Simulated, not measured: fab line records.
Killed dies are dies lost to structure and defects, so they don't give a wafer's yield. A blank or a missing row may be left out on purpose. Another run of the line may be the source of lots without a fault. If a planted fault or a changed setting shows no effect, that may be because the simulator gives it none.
Matching of chambers :: flow n5 finfet :: cvd co-01 running N5_BEOL_M4_CO_CAP_55: 3 sister chambers
The step material Co, precursor CCTBA/H2, target thk 2 nm, time 102.1 s. 14 wafers are shown with their chamber, then 7 later ones without.

WAFERS PAIRED WITH THEIR CHAMBERS
wafer: L493.2
chamber: 2
heater power w (W): 241

wafer: L493.3
chamber: 0
heater power w (W): 220

wafer: L493.5
chamber: 2
heater power w (W): 241

wafer: L497.1
chamber: 0
heater power w (W): 222

wafer: L497.3
chamber: 0
heater power w (W): 218

wafer: L497.5
chamber: 0
heater power w (W): 225

wafer: L506.3
chamber: 1
heater power w (W): 229

wafer: L506.5
chamber: 2
heater power w (W): 235

wafer: L506.6
chamber: 0
heater power w (W): 232

wafer: L504.3
chamber: 0
heater power w (W): 218

wafer: L504.4
chamber: 0
heater power w (W): 226

wafer: L504.6
chamber: 2
heater power w (W): 236

wafer: L508.3
chamber: 2
heater power w (W): 239

wafer: L508.5
chamber: 0
heater power w (W): 223

SIGNATURES (means of the wafers above)
reading: heater power w
chamber 0: 223.00
chamber 1: 229.00
chamber 2: 238.40
scatter within a chamber: 4.1
Rule: for a wafer and a chamber, the distance is found by dividing, reading by reading, the gap between the wafer's reading and the chamber's mean by the reading's scatter, squaring, summing and taking the root. The wafer belongs to the nearest chamber; if the next one is less than 2 further off, it can't be placed. How the scatter is found: for the shown wafers, subtract from each reading the mean of its chamber, square and add these, divide the total by (wafers less chambers), then take the root.

WAFERS WITHOUT THEIR CHAMBER
wafer: L508.6
heater power w (W): 230

wafer: L511.1
heater power w (W): 232

wafer: L511.2
heater power w (W): 242

wafer: L511.6
heater power w (W): 227

wafer: L515.1
heater power w (W): 229

wafer: L515.5
heater power w (W): 224

wafer: L515.6
heater power w (W): 230

CHAMBER TAKEN BY EACH
wafer: L508.6
from the rows above: can't be placed: 1 or 0 or 2
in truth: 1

wafer: L511.1
from the rows above: can't be placed: 1 or 2 or 0
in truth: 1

wafer: L511.2
from the rows above: 2
in truth: 2

wafer: L511.6
from the rows above: can't be placed: 1 or 0
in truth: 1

wafer: L515.1
from the rows above: can't be placed: 1 or 0
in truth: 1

wafer: L515.5
from the rows above: can't be placed: 0 or 1
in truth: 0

wafer: L515.6
from the rows above: can't be placed: 1 or 0 or 2
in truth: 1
Placed correctly: 1 of 7. These rows do not allow placing 6 (true chamber among the candidates in 6). Placed wrongly: 0.
